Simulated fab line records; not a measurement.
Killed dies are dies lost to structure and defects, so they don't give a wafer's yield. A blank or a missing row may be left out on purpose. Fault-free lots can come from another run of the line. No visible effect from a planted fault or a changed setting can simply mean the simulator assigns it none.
Struck lot and sound lot, side by side :: flow n5 finfet :: 42 out of 1938 route steps
Sound: these wafers, L167.1, L167.4, L167.6. Struck: wafer L183.2 (L183.1, L183.3, from the same lot, were not struck and are left out); the cause is given at the end.
For every step that has rows: the tool of each side, followed by ch and its chambers, followed by its first start. Under that, the readings that differ: sound wafers :: struck wafers :: difference of the means :: sigmas: that difference in standard deviations of wafers without a fault.
alike: same words and numbers on both sides, and readings whose means sit less than 2 such deviations apart. not compared: any withheld reading, any reading some wafer has no value for, any bound like >300 that may hide the same value, and any number with overlapping values for which the record gives no deviation.
A row with sigmas, a row that says differs or no value, or rows on one side alone: a step with any of these is where the two part. When numbers do not overlap yet have no deviation, they are printed without sigmas and do not part them. A reading that every wafer of one side lacks parts them only if that side has two wafers or more.

N5_BEOL_M7_OCD_MEAS_38:
  sound on ocd-02 at day 9 13:04; struck on ocd-01 at day 13 11:49
  alike: trench depth nm
then, 4 steps without rows for these wafers: N5_BEOL_M7_HM_STRIP_39 (strips TiN in peroxide tin strip, target depth 25 nm, time 158 s); N5_BEOL_M7_SRD_40 (time 30 s); N5_BEOL_M7_PRECLEAN_42 (cleans in residue remover, time 60 s); N5_BEOL_M7_SRD_43 (time 30 s).
N5_BEOL_M7_CD_MEAS_35 targets a cd of 40 nm.
  sound on cd sem-01 at day 9 13:13; struck on cd sem-03 at day 13 11:58
  alike: cd nm
then, 1 step without rows for these wafers: N5_BEOL_M7_CURE_75 (cures SiCOH lowk, time 120 s).
N5_BEOL_M7_DEGAS_44: time 60 s.
  sound on pvd sputter-02 at day 9 13:46; struck on pvd sputter-03 at day 13 12:54
  alike: heater power w
then, 1 step without rows for these wafers: N5_BEOL_M7_PRE_CLEAN_45 (time 30 s).
N5_BEOL_M7_ALD_77: deposits TaN, target thk 2 nm, pulse time 2 s, purge time 3 s.
  sound on ald metal-04 ch 0,1, day 9 13:52; struck on ald metal-02 ch 0, day 13 13:00
  alike: heater power w
then, 2 steps without rows for these wafers: N5_BEOL_M7_SURFACE_TREAT_79; N5_BEOL_M7_CVD_78 (deposits Co from CCTBA/H2, target thk 2 nm, time 142.3 s).
N5_BEOL_M7_SPUTTER_48: material Cu, target thk 10 nm, time 1.667 s.
  sound on pvd sputter-01 at day 9 14:44; struck on pvd sputter-01 at day 13 13:34
reading: chamber pressure pa (Pa)
sound: 0.12983 0.12988 0.12982
struck: 0.1305
difference: +0.0007
sigmas: +2

reading: throttle valve pct (%)
sound: 29.6 28.3 28.4
struck: 31.8
difference: +3.0
sigmas: +3
then, 5 steps without rows for these wafers: N5_BEOL_M7_ECD_50 (material Cu, target thk 300 nm); N5_BEOL_M7_ANNEAL_51 (time 90 s); N5_BEOL_M7_CMP_52 (polishes, stops on SiCOH lowk, t overpolish 6.9 s, target thk 80 nm); N5_BEOL_M7_PRE_CLEAN_55 (time 15 s); N5_BEOL_M7_DEP_56 (deposits SiCN from 3MS/NH3, target thk 10 nm, time 17.5 s).
N5_BEOL_M7_RS_MEAS_57: the measuring method here is four-point-probe.
  sound on film metro-02 at day 9 15:42; struck on film metro-02 at day 13 14:37
reading: M7_RS (ohm/sq)
sound: 0.298 0.315 0.306
struck: 0.277
difference: -0.029
sigmas: -3
N5_BEOL_M7_INSPECT_58: inspects for defects (darkfield).
  sound on defect inspect-01 at day 9 15:44; struck on defect inspect-01 at day 13 14:39
  alike: raw defect count
then, 2 steps without rows for these wafers: N5_BEOL_M8_ILD_DEP_00 (deposits SiCOH lowk from DEMS/porogen, target thk 179.75 nm, time 33.4 s); N5_BEOL_M8_CURE_74 (cures SiCOH lowk, time 240 s).
N5_BEOL_M8_THK_MEAS_01:
  sound on film metro-02 at day 9 16:58; struck on film metro-01 at day 13 15:56
  alike: M8_ILD_THK
then, 1 step without rows for these wafers: N5_BEOL_M8_PECVD_70 (deposits SiO2 from TEOS/O2, target thk 20 nm, time 22.7 s).
N5_BEOL_M8_HM_DEP_02: deposits TiN, target thk 20 nm.
  sound on pvd sputter-03 at day 9 18:01; struck on pvd sputter-03 at day 13 16:53
  alike: chamber pressure pa, throttle valve pct
then, 8 steps without rows for these wafers: N5_BEOL_M8_COAT_59 (time 60 s, resist thk 100 nm); N5_BEOL_M8_COAT_60 (time 60 s, resist thk 35 nm); N5_BEOL_M8_COAT_05 (resist thk 90 nm); N5_BEOL_M8_EBR_07; N5_BEOL_M8_SOFTBAKE_06 (time 60 s); N5_BEOL_M8_EXPOSE_08 (exposes mask M8); N5_BEOL_M8_PEB_09 (peb time 60 s); N5_BEOL_M8_DEVELOP_10 (develop time 30 s).
N5_BEOL_M8_CD_MEAS_11 targets a cd of 38.5 nm.
  sound on cd sem-03 ch 0, day 9 18:31; struck on cd sem-03 ch 0, day 13 17:23
  alike: cd nm
N5_BEOL_M8_OVL_MEAS_12:
  sound on overlay-02 ch 0, day 9 18:32; struck on overlay-01 ch 0, day 13 17:25
reading: M8_OVL (nm)
sound: 0.4 1.3 1.0
struck: -0.7
difference: -1.6
sigmas: -2
N5_BEOL_M8_INSPECT_13: inspects for defects (brightfield).
  sound on defect inspect-02 at day 9 18:34; struck on defect inspect-02 at day 13 17:26
  alike: raw defect count
N5_BEOL_M8_DESCUM_16: chemistry O2, time 7.9 s.
  sound on rie diel-02 ch 1,2, day 9 18:38; struck on rie diel-02 ch 0, day 13 17:35
reading: showerhead plenum p Torr (Torr)
sound: 2.04 2.05 2.05
struck: 2.22
difference: +0.17
sigmas: +3
  alike: drypump motor current A, o2 flow sccm, oes product au, rf vpp V, throttle valve pct
  not compared: rf hours counter h
then, 3 steps without rows for these wafers: N5_BEOL_M8_ETCH_61 (etches SiARC in CF4, target depth 45.5 nm, time 75.8 s); N5_BEOL_M8_ETCH_62 (etches SOC in N2/H2, target depth 110 nm, overetch 22 nm, time 165 s); N5_BEOL_M8_STRIP_68 (strips in N2/H2).
N5_BEOL_M8_STRIP_67: strips in CF4.
  sound on rie diel-02 ch 1,2, day 9 18:52; struck on rie diel-02 ch 0, day 13 17:49
reading: showerhead plenum p Torr (Torr)
sound: 1.74 1.77 1.77
struck: 1.91
difference: +0.15
sigmas: +3
  alike: drypump motor current A, oes product au, rf vpp V, throttle valve pct
  not compared: rf hours counter h
-- record jumps: 3 days separate the struck wafers' starts on either side; left off in module BEOL_M8, taken up again in module PASSIVATION, whose first shown step is the route's number 1936 --
N5_PASSIVATION_PROBE_49:
  rows exist in the record for the struck wafers here (prober-02, day 16 16:32), but not for the sound ones

## WHERE THEY PART
Last at N5_PASSIVATION_PROBE_49 as far as this record goes, first at N5_BEOL_M7_SPUTTER_48.

WHY: what had been put in by the simulator
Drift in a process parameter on pvd sputter-01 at N5_BEOL_M7_SPUTTER_48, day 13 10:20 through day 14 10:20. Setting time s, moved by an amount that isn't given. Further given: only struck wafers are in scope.
